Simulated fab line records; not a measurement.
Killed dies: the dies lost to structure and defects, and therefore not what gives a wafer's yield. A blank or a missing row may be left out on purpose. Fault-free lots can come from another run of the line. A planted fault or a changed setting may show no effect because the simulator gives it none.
fab line records / flow n5-finfet
record lots=12 wafers=36 last-day=19
route steps=1938 shown BEOL_M13@1670
lots untouched by any fault: they come from a run of this same line in which no faults occurred
start-h: hours from the record's first day to the start of the lot's first wafer shown / wait-h: time in hours since the lot's previous step / " identical to the entry in the row above / L1.1+2: a single row standing in for several wafers / - no value, or no start given / * or withheld: withheld / < > ~ a bound
route shown NAME@n: NAME is a module with steps in the file, n the number in the route of the first one / usual: the fault-free wafers' mean and standard deviation / same: alike in all rows / chamber/n: place in a boat / sites: the reading at each site / _std_site: the values' standard deviation / _edge_site: outer sites' mean less inner sites' / radius-mm: how far each site lies from the wafer's centre / mask NAME#n: copy n / behind: the last tool/chamber to shape the wafer / hold: the reason the lot was held/the length of the hold in hours/how it ended / device: whichever transistor did not switch (one of n, p or np) / end of line: tests run on the same wafers once the route is complete / a step with no rows: only its recipe / killed: count of dies lost to structure and defects at first sort (not the wafer's yield) / map: shows each die of a wafer: x if killed, . if not, _ if none is there
set.NAME: the setting the step ran with; set.NAME@STEP: the setting that earlier step ran with / model.NAME: the simulator's own value behind a step, which no gauge read
the route's steps for a sample of lots (tables are steps, rows are wafers)
services: from which hour (start-h, from the record's first day; less than 0 if before it) a tool's chamber was out of use, for how many hours, and why
## steps
# step N5_BEOL_M13_OVL_MEAS_11
# recipe points-per-wafer=44
# usual V12_OVL=0/4.9
lot.wafer=L915.2 tool=overlay-02 chamber=0 start-h=264.59 wait-h=0.0 V12_OVL[nm]=6
lot.wafer=L915.3 tool=overlay-02 chamber=0 start-h=264.59 wait-h=0.0 V12_OVL[nm]=11
lot.wafer=L915.5 tool=overlay-02 chamber=0 start-h=264.59 wait-h=0.0 V12_OVL[nm]=7
lot.wafer=L916.2 tool=overlay-01 chamber=0 start-h=276.32 wait-h=0.0 V12_OVL[nm]=-8
lot.wafer=L916.4 tool=overlay-01 chamber=0 start-h=276.32 wait-h=0.0 V12_OVL[nm]=-4
lot.wafer=L916.6 tool=overlay-01 chamber=0 start-h=276.32 wait-h=0.0 V12_OVL[nm]=-7
lot.wafer=L917.1 tool=overlay-01 chamber=0 start-h=297.01 wait-h=0.0 V12_OVL[nm]=-5
lot.wafer=L917.2 tool=overlay-01 chamber=0 start-h=297.01 wait-h=0.0 V12_OVL[nm]=9
lot.wafer=L917.5 tool=overlay-01 chamber=0 start-h=297.01 wait-h=0.0 V12_OVL[nm]=1
lot.wafer=L919.2 tool=overlay-01 chamber=0 start-h=297.86 wait-h=0.0 V12_OVL[nm]=7
lot.wafer=L919.3 tool=overlay-01 chamber=0 start-h=297.86 wait-h=0.0 V12_OVL[nm]=-5
lot.wafer=L919.5 tool=overlay-01 chamber=0 start-h=297.86 wait-h=0.0 V12_OVL[nm]=2
lot.wafer=L921.3 tool=overlay-02 chamber=0 start-h=306.98 wait-h=0.0 V12_OVL[nm]=-13
lot.wafer=L921.5 tool=overlay-02 chamber=0 start-h=306.98 wait-h=0.0 V12_OVL[nm]=-5
lot.wafer=L921.6 tool=overlay-02 chamber=0 start-h=306.98 wait-h=0.0 V12_OVL[nm]=-5
lot.wafer=L922.2 tool=overlay-02 chamber=0 start-h=316.23 wait-h=0.0 V12_OVL[nm]=-9
lot.wafer=L922.3 tool=overlay-02 chamber=0 start-h=316.23 wait-h=0.0 V12_OVL[nm]=-1
lot.wafer=L922.5 tool=overlay-02 chamber=0 start-h=316.23 wait-h=0.0 V12_OVL[nm]=5
lot.wafer=L926.1 tool=overlay-02 chamber=0 start-h=345.87 wait-h=0.0 V12_OVL[nm]=-10
lot.wafer=L926.4 tool=overlay-02 chamber=0 start-h=345.87 wait-h=0.0 V12_OVL[nm]=-7
lot.wafer=L926.5 tool=overlay-02 chamber=0 start-h=345.87 wait-h=0.0 V12_OVL[nm]=-6
lot.wafer=L928.1 tool=overlay-01 chamber=0 start-h=348.48 wait-h=0.0 V12_OVL[nm]=-5
lot.wafer=L928.2 tool=overlay-01 chamber=0 start-h=348.48 wait-h=0.0 V12_OVL[nm]=-10
lot.wafer=L928.5 tool=overlay-01 chamber=0 start-h=348.48 wait-h=0.0 V12_OVL[nm]=0
lot.wafer=L930.2 tool=overlay-02 chamber=0 start-h=355.07 wait-h=0.0 V12_OVL[nm]=3
lot.wafer=L930.3 tool=overlay-02 chamber=0 start-h=355.07 wait-h=0.0 V12_OVL[nm]=0
lot.wafer=L930.4 tool=overlay-02 chamber=0 start-h=355.07 wait-h=0.0 V12_OVL[nm]=3
lot.wafer=L932.2 tool=overlay-01 chamber=0 start-h=379.08 wait-h=0.0 V12_OVL[nm]=4
lot.wafer=L932.5 tool=overlay-01 chamber=0 start-h=379.08 wait-h=0.0 V12_OVL[nm]=2
lot.wafer=L932.6 tool=overlay-01 chamber=0 start-h=379.08 wait-h=0.0 V12_OVL[nm]=4
lot.wafer=L936.2 tool=overlay-02 chamber=0 start-h=392.11 wait-h=0.0 V12_OVL[nm]=-1
lot.wafer=L936.5 tool=overlay-02 chamber=0 start-h=392.11 wait-h=0.0 V12_OVL[nm]=-2
lot.wafer=L936.6 tool=overlay-02 chamber=0 start-h=392.11 wait-h=0.0 V12_OVL[nm]=0
lot.wafer=L938.2 tool=overlay-02 chamber=0 start-h=414.05 wait-h=0.0 V12_OVL[nm]=1
lot.wafer=L938.3 tool=overlay-02 chamber=0 start-h=414.05 wait-h=0.0 V12_OVL[nm]=2
lot.wafer=L938.5 tool=overlay-02 chamber=0 start-h=414.05 wait-h=0.0 V12_OVL[nm]=3
# step N5_BEOL_M13_INSPECT_12
# recipe mode=adi inspect-instrument=macro
# usual raw-defect-count=2.2/1.5
lot.wafer=L915.2 tool=defect-inspect-02 chamber=- start-h=264.61 wait-h=0.0 raw-defect-count=2
lot.wafer=L915.3 tool=defect-inspect-02 chamber=- start-h=264.61 wait-h=0.0 raw-defect-count=3
lot.wafer=L915.5 tool=defect-inspect-02 chamber=- start-h=264.61 wait-h=0.0 raw-defect-count=0
lot.wafer=L916.2 tool=defect-inspect-02 chamber=- start-h=276.35 wait-h=0.0 raw-defect-count=6
lot.wafer=L916.4 tool=defect-inspect-02 chamber=- start-h=276.35 wait-h=0.0 raw-defect-count=2
lot.wafer=L916.6 tool=defect-inspect-02 chamber=- start-h=276.35 wait-h=0.0 raw-defect-count=0
lot.wafer=L917.1 tool=defect-inspect-02 chamber=- start-h=297.03 wait-h=0.0 raw-defect-count=1
lot.wafer=L917.2 tool=defect-inspect-02 chamber=- start-h=297.03 wait-h=0.0 raw-defect-count=2
lot.wafer=L917.5 tool=defect-inspect-02 chamber=- start-h=297.03 wait-h=0.0 raw-defect-count=3
lot.wafer=L919.2 tool=defect-inspect-02 chamber=- start-h=297.88 wait-h=0.0 raw-defect-count=2
lot.wafer=L919.3 tool=defect-inspect-02 chamber=- start-h=297.88 wait-h=0.0 raw-defect-count=5
lot.wafer=L919.5 tool=defect-inspect-02 chamber=- start-h=297.88 wait-h=0.0 raw-defect-count=6
lot.wafer=L921.3 tool=defect-inspect-02 chamber=- start-h=307.00 wait-h=0.0 raw-defect-count=1
lot.wafer=L921.5 tool=defect-inspect-02 chamber=- start-h=307.00 wait-h=0.0 raw-defect-count=3
lot.wafer=L921.6 tool=defect-inspect-02 chamber=- start-h=307.00 wait-h=0.0 raw-defect-count=0
lot.wafer=L922.2 tool=defect-inspect-01 chamber=- start-h=316.25 wait-h=0.0 raw-defect-count=3
lot.wafer=L922.3 tool=defect-inspect-01 chamber=- start-h=316.25 wait-h=0.0 raw-defect-count=2
lot.wafer=L922.5 tool=defect-inspect-01 chamber=- start-h=316.25 wait-h=0.0 raw-defect-count=1
lot.wafer=L926.1 tool=defect-inspect-01 chamber=- start-h=345.89 wait-h=0.0 raw-defect-count=2
lot.wafer=L926.4 tool=defect-inspect-01 chamber=- start-h=345.89 wait-h=0.0 raw-defect-count=2
lot.wafer=L926.5 tool=defect-inspect-01 chamber=- start-h=345.89 wait-h=0.0 raw-defect-count=3
lot.wafer=L928.1 tool=defect-inspect-02 chamber=- start-h=348.50 wait-h=0.0 raw-defect-count=5
lot.wafer=L928.2 tool=defect-inspect-02 chamber=- start-h=348.50 wait-h=0.0 raw-defect-count=7
lot.wafer=L928.5 tool=defect-inspect-02 chamber=- start-h=348.50 wait-h=0.0 raw-defect-count=3
lot.wafer=L930.2 tool=defect-inspect-02 chamber=- start-h=355.09 wait-h=0.0 raw-defect-count=2
lot.wafer=L930.3 tool=defect-inspect-02 chamber=- start-h=355.09 wait-h=0.0 raw-defect-count=3
lot.wafer=L930.4 tool=defect-inspect-02 chamber=- start-h=355.09 wait-h=0.0 raw-defect-count=3
lot.wafer=L932.2 tool=defect-inspect-01 chamber=- start-h=379.20 wait-h=0.1 raw-defect-count=2
lot.wafer=L932.5 tool=defect-inspect-01 chamber=- start-h=379.20 wait-h=0.1 raw-defect-count=4
lot.wafer=L932.6 tool=defect-inspect-01 chamber=- start-h=379.20 wait-h=0.1 raw-defect-count=2
lot.wafer=L936.2 tool=defect-inspect-01 chamber=- start-h=392.13 wait-h=0.0 raw-defect-count=1
lot.wafer=L936.5 tool=defect-inspect-01 chamber=- start-h=392.13 wait-h=0.0 raw-defect-count=1
lot.wafer=L936.6 tool=defect-inspect-01 chamber=- start-h=392.13 wait-h=0.0 raw-defect-count=2
lot.wafer=L938.2 tool=defect-inspect-02 chamber=- start-h=414.07 wait-h=0.0 raw-defect-count=3
lot.wafer=L938.3 tool=defect-inspect-02 chamber=- start-h=414.07 wait-h=0.0 raw-defect-count=2
lot.wafer=L938.5 tool=defect-inspect-02 chamber=- start-h=414.07 wait-h=0.0 raw-defect-count=6
# step N5_BEOL_M13_CD_MEAS_17
# recipe target-cd-nm=190 polarity=opening
# usual cd-nm=190.8/1.3
lot.wafer=L915.2 tool=cd-sem-03 chamber=- start-h=265.18 wait-h=0.0 cd-nm=189.8
lot.wafer=L915.3 tool=cd-sem-03 chamber=- start-h=265.18 wait-h=0.0 cd-nm=189.7
lot.wafer=L915.5 tool=cd-sem-03 chamber=- start-h=265.18 wait-h=0.0 cd-nm=191.2
lot.wafer=L916.2 tool=cd-sem-03 chamber=- start-h=276.95 wait-h=0.0 cd-nm=191.0
lot.wafer=L916.4 tool=cd-sem-03 chamber=- start-h=276.95 wait-h=0.0 cd-nm=191.4
lot.wafer=L916.6 tool=cd-sem-03 chamber=- start-h=276.95 wait-h=0.0 cd-nm=191.0
lot.wafer=L917.1 tool=cd-sem-01 chamber=- start-h=297.60 wait-h=0.0 cd-nm=193.4
lot.wafer=L917.2 tool=cd-sem-01 chamber=- start-h=297.60 wait-h=0.0 cd-nm=194.2
lot.wafer=L917.5 tool=cd-sem-01 chamber=- start-h=297.60 wait-h=0.0 cd-nm=195.2
lot.wafer=L919.2 tool=cd-sem-02 chamber=- start-h=298.66 wait-h=0.0 cd-nm=191.4
lot.wafer=L919.3 tool=cd-sem-02 chamber=- start-h=298.66 wait-h=0.0 cd-nm=191.2
lot.wafer=L919.5 tool=cd-sem-02 chamber=- start-h=298.66 wait-h=0.0 cd-nm=192.2
lot.wafer=L921.3 tool=cd-sem-01 chamber=- start-h=307.69 wait-h=0.0 cd-nm=190.1
lot.wafer=L921.5 tool=cd-sem-01 chamber=- start-h=307.69 wait-h=0.0 cd-nm=191.4
lot.wafer=L921.6 tool=cd-sem-01 chamber=- start-h=307.69 wait-h=0.0 cd-nm=189.8
lot.wafer=L922.2 tool=cd-sem-02 chamber=- start-h=317.16 wait-h=0.0 cd-nm=190.8
lot.wafer=L922.3 tool=cd-sem-02 chamber=- start-h=317.16 wait-h=0.0 cd-nm=190.6
lot.wafer=L922.5 tool=cd-sem-02 chamber=- start-h=317.16 wait-h=0.0 cd-nm=191.6
lot.wafer=L926.1 tool=cd-sem-02 chamber=- start-h=346.56 wait-h=0.0 cd-nm=190.1
lot.wafer=L926.4 tool=cd-sem-02 chamber=- start-h=346.56 wait-h=0.0 cd-nm=191.0
lot.wafer=L926.5 tool=cd-sem-02 chamber=- start-h=346.56 wait-h=0.0 cd-nm=190.9
lot.wafer=L928.1 tool=cd-sem-02 chamber=- start-h=349.38 wait-h=0.0 cd-nm=190.6
lot.wafer=L928.2 tool=cd-sem-02 chamber=- start-h=349.38 wait-h=0.0 cd-nm=191.4
lot.wafer=L928.5 tool=cd-sem-02 chamber=- start-h=349.38 wait-h=0.0 cd-nm=189.3
lot.wafer=L930.2 tool=cd-sem-03 chamber=- start-h=355.66 wait-h=0.0 cd-nm=191.8
lot.wafer=L930.3 tool=cd-sem-03 chamber=- start-h=355.66 wait-h=0.0 cd-nm=191.2
lot.wafer=L930.4 tool=cd-sem-03 chamber=- start-h=355.66 wait-h=0.0 cd-nm=190.8
lot.wafer=L932.2 tool=cd-sem-01 chamber=- start-h=380.09 wait-h=0.0 cd-nm=190.1
lot.wafer=L932.5 tool=cd-sem-01 chamber=- start-h=380.09 wait-h=0.0 cd-nm=191.6
lot.wafer=L932.6 tool=cd-sem-01 chamber=- start-h=380.09 wait-h=0.0 cd-nm=189.8
lot.wafer=L936.2 tool=cd-sem-02 chamber=- start-h=392.74 wait-h=0.0 cd-nm=192.1
lot.wafer=L936.5 tool=cd-sem-02 chamber=- start-h=392.74 wait-h=0.0 cd-nm=191.6
lot.wafer=L936.6 tool=cd-sem-02 chamber=- start-h=392.74 wait-h=0.0 cd-nm=190.3
lot.wafer=L938.2 tool=cd-sem-01 chamber=- start-h=414.64 wait-h=0.0 cd-nm=189.1
lot.wafer=L938.3 tool=cd-sem-01 chamber=- start-h=414.64 wait-h=0.0 cd-nm=190.3
lot.wafer=L938.5 tool=cd-sem-01 chamber=- start-h=414.64 wait-h=0.0 cd-nm=188.1
# step N5_BEOL_M13_SPUTTER_45
# recipe material=Cu target-thk-a=800 temp-c=-20 bias-v=60 power-w=26000 chamber-pressure-pa=0.13 time-s=13.33
# usual cathode-dc-power-W=26001/4.2 chuck-sensor-temp-C=-16.0/0.53 susceptor-temp-C=-19.99/0.094 throttle-valve-pct=30.4/0.91
# same time-s=13.33
lot.wafer=L915.2 tool=pvd-sputter-02 chamber=- start-h=269.89 wait-h=0.0 cathode-dc-power-W=25999 chuck-sensor-temp-C=-15.5 susceptor-temp-C=-19.98 throttle-valve-pct=30.1
lot.wafer=L915.3 tool=pvd-sputter-02 chamber=- start-h=269.89 wait-h=0.0 cathode-dc-power-W=26001 chuck-sensor-temp-C=-16.1 susceptor-temp-C=-19.96 throttle-valve-pct=29.1
lot.wafer=L915.5 tool=pvd-sputter-02 chamber=- start-h=269.89 wait-h=0.0 cathode-dc-power-W=25999 chuck-sensor-temp-C=-16.0 susceptor-temp-C=-20.08 throttle-valve-pct=28.7
lot.wafer=L916.2 tool=pvd-sputter-01 chamber=- start-h=281.26 wait-h=0.0 cathode-dc-power-W=25996 chuck-sensor-temp-C=-16.7 susceptor-temp-C=-20.04 throttle-valve-pct=30.5
lot.wafer=L916.4 tool=pvd-sputter-01 chamber=- start-h=281.26 wait-h=0.0 cathode-dc-power-W=25996 chuck-sensor-temp-C=-16.0 susceptor-temp-C=-20.10 throttle-valve-pct=30.3
lot.wafer=L916.6 tool=pvd-sputter-01 chamber=- start-h=281.26 wait-h=0.0 cathode-dc-power-W=26000 chuck-sensor-temp-C=-16.8 susceptor-temp-C=-20.12 throttle-valve-pct=30.5
lot.wafer=L917.1 tool=pvd-sputter-01 chamber=- start-h=302.81 wait-h=0.0 cathode-dc-power-W=26003 chuck-sensor-temp-C=-16.0 susceptor-temp-C=-19.98 throttle-valve-pct=30.6
lot.wafer=L917.2 tool=pvd-sputter-01 chamber=- start-h=302.81 wait-h=0.0 cathode-dc-power-W=25996 chuck-sensor-temp-C=-16.7 susceptor-temp-C=-20.11 throttle-valve-pct=30.9
lot.wafer=L917.5 tool=pvd-sputter-01 chamber=- start-h=302.81 wait-h=0.0 cathode-dc-power-W=25997 chuck-sensor-temp-C=-17.0 susceptor-temp-C=-19.97 throttle-valve-pct=31.1
lot.wafer=L919.2 tool=pvd-sputter-03 chamber=- start-h=302.99 wait-h=0.0 cathode-dc-power-W=26009 chuck-sensor-temp-C=-15.4 susceptor-temp-C=-20.13 throttle-valve-pct=31.6
lot.wafer=L919.3 tool=pvd-sputter-03 chamber=- start-h=302.99 wait-h=0.0 cathode-dc-power-W=26004 chuck-sensor-temp-C=-15.6 susceptor-temp-C=-19.91 throttle-valve-pct=32.5
lot.wafer=L919.5 tool=pvd-sputter-03 chamber=- start-h=302.99 wait-h=0.0 cathode-dc-power-W=25997 chuck-sensor-temp-C=-16.2 susceptor-temp-C=-19.98 throttle-valve-pct=29.1
lot.wafer=L921.3 tool=pvd-sputter-01 chamber=- start-h=311.32 wait-h=0.0 cathode-dc-power-W=25997 chuck-sensor-temp-C=-15.9 susceptor-temp-C=-19.97 throttle-valve-pct=30.2
lot.wafer=L921.5 tool=pvd-sputter-01 chamber=- start-h=311.32 wait-h=0.0 cathode-dc-power-W=25997 chuck-sensor-temp-C=-16.7 susceptor-temp-C=-20.01 throttle-valve-pct=30.8
lot.wafer=L921.6 tool=pvd-sputter-01 chamber=- start-h=311.32 wait-h=0.0 cathode-dc-power-W=25999 chuck-sensor-temp-C=-16.0 susceptor-temp-C=-19.96 throttle-valve-pct=30.4
lot.wafer=L922.2 tool=pvd-sputter-01 chamber=- start-h=321.45 wait-h=0.0 cathode-dc-power-W=26001 chuck-sensor-temp-C=-16.8 susceptor-temp-C=-19.89 throttle-valve-pct=31.0
lot.wafer=L922.3 tool=pvd-sputter-01 chamber=- start-h=321.45 wait-h=0.0 cathode-dc-power-W=26005 chuck-sensor-temp-C=-15.8 susceptor-temp-C=-19.86 throttle-valve-pct=30.3
lot.wafer=L922.5 tool=pvd-sputter-01 chamber=- start-h=321.45 wait-h=0.0 cathode-dc-power-W=25996 chuck-sensor-temp-C=-16.7 susceptor-temp-C=-20.03 throttle-valve-pct=30.4
lot.wafer=L926.1 tool=pvd-sputter-03 chamber=- start-h=352.66 wait-h=0.0 cathode-dc-power-W=25998 chuck-sensor-temp-C=-16.5 susceptor-temp-C=-20.06 throttle-valve-pct=29.5
lot.wafer=L926.4 tool=pvd-sputter-03 chamber=- start-h=352.66 wait-h=0.0 cathode-dc-power-W=26007 chuck-sensor-temp-C=-15.3 susceptor-temp-C=-19.99 throttle-valve-pct=31.8
lot.wafer=L926.5 tool=pvd-sputter-03 chamber=- start-h=352.66 wait-h=0.0 cathode-dc-power-W=26002 chuck-sensor-temp-C=-16.0 susceptor-temp-C=-20.10 throttle-valve-pct=29.3
lot.wafer=L928.1 tool=pvd-sputter-03 chamber=- start-h=353.30 wait-h=0.0 cathode-dc-power-W=26009 chuck-sensor-temp-C=-16.6 susceptor-temp-C=-19.83 throttle-valve-pct=29.8
lot.wafer=L928.2 tool=pvd-sputter-03 chamber=- start-h=353.30 wait-h=0.0 cathode-dc-power-W=25996 chuck-sensor-temp-C=-16.1 susceptor-temp-C=-19.91 throttle-valve-pct=29.5
lot.wafer=L928.5 tool=pvd-sputter-03 chamber=- start-h=353.30 wait-h=0.0 cathode-dc-power-W=29162 chuck-sensor-temp-C=-15.6 susceptor-temp-C=-20.19 throttle-valve-pct=31.6
lot.wafer=L930.2 tool=pvd-sputter-03 chamber=- start-h=358.33 wait-h=0.0 cathode-dc-power-W=29157 chuck-sensor-temp-C=-15.2 susceptor-temp-C=-19.96 throttle-valve-pct=32.1
lot.wafer=L930.3 tool=pvd-sputter-03 chamber=- start-h=358.33 wait-h=0.0 cathode-dc-power-W=25997 chuck-sensor-temp-C=-16.2 susceptor-temp-C=-19.92 throttle-valve-pct=29.6
lot.wafer=L930.4 tool=pvd-sputter-03 chamber=- start-h=358.33 wait-h=0.0 cathode-dc-power-W=25994 chuck-sensor-temp-C=-16.8 susceptor-temp-C=-20.09 throttle-valve-pct=29.8
lot.wafer=L932.2 tool=pvd-sputter-01 chamber=- start-h=383.09 wait-h=0.0 cathode-dc-power-W=26003 chuck-sensor-temp-C=-16.5 susceptor-temp-C=-19.92 throttle-valve-pct=30.7
lot.wafer=L932.5 tool=pvd-sputter-01 chamber=- start-h=383.09 wait-h=0.0 cathode-dc-power-W=26000 chuck-sensor-temp-C=-15.8 susceptor-temp-C=-19.91 throttle-valve-pct=30.5
lot.wafer=L932.6 tool=pvd-sputter-01 chamber=- start-h=383.09 wait-h=0.0 cathode-dc-power-W=26013 chuck-sensor-temp-C=-16.5 susceptor-temp-C=-19.87 throttle-valve-pct=30.5
lot.wafer=L936.2 tool=pvd-sputter-01 chamber=- start-h=398.47 wait-h=0.0 cathode-dc-power-W=25988 chuck-sensor-temp-C=-16.7 susceptor-temp-C=-20.12 throttle-valve-pct=30.7
lot.wafer=L936.5 tool=pvd-sputter-01 chamber=- start-h=398.47 wait-h=0.0 cathode-dc-power-W=25995 chuck-sensor-temp-C=-15.9 susceptor-temp-C=-19.85 throttle-valve-pct=30.2
lot.wafer=L936.6 tool=pvd-sputter-01 chamber=- start-h=398.47 wait-h=0.0 cathode-dc-power-W=26001 chuck-sensor-temp-C=-16.9 susceptor-temp-C=-20.10 throttle-valve-pct=30.7
lot.wafer=L938.2 tool=pvd-sputter-01 chamber=- start-h=418.82 wait-h=0.0 cathode-dc-power-W=26003 chuck-sensor-temp-C=-16.8 susceptor-temp-C=-19.97 throttle-valve-pct=30.9
lot.wafer=L938.3 tool=pvd-sputter-01 chamber=- start-h=418.82 wait-h=0.0 cathode-dc-power-W=26003 chuck-sensor-temp-C=-15.9 susceptor-temp-C=-20.06 throttle-valve-pct=30.3
lot.wafer=L938.5 tool=pvd-sputter-01 chamber=- start-h=418.82 wait-h=0.0 cathode-dc-power-W=26001 chuck-sensor-temp-C=-15.6 susceptor-temp-C=-20.13 throttle-valve-pct=30.5
## services
tool=pvd-sputter-01 chamber=- start-h=283.92 hours=0.7 kind=repair
tool=pvd-sputter-02 chamber=- start-h=359.51 hours=2.0 kind=repair
## key
first-sign step=N5_BEOL_M13_SPUTTER_45 reading=cathode-dc-power-W direction=up sigmas=99+ usual=* struck=*
effect none on later readings
met-at N5_BEOL_M13_SPUTTER_45
struck-lots L928,L930
struck-wafers L928.5,L930.2
not-acting-at N5_BEOL_M13_OVL_MEAS_11,N5_BEOL_M13_INSPECT_12,N5_BEOL_M13_CD_MEAS_17
onset-between 352.66 353.30
fault kind=process-parameter-drift tool=pvd-sputter-03 chamber=- onset-h=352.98 steps=N5_BEOL_M13_SPUTTER_45 channel=power-w offset=* shape=step end-h=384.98 acts-in=* stated=* scope=struck-wafers-only
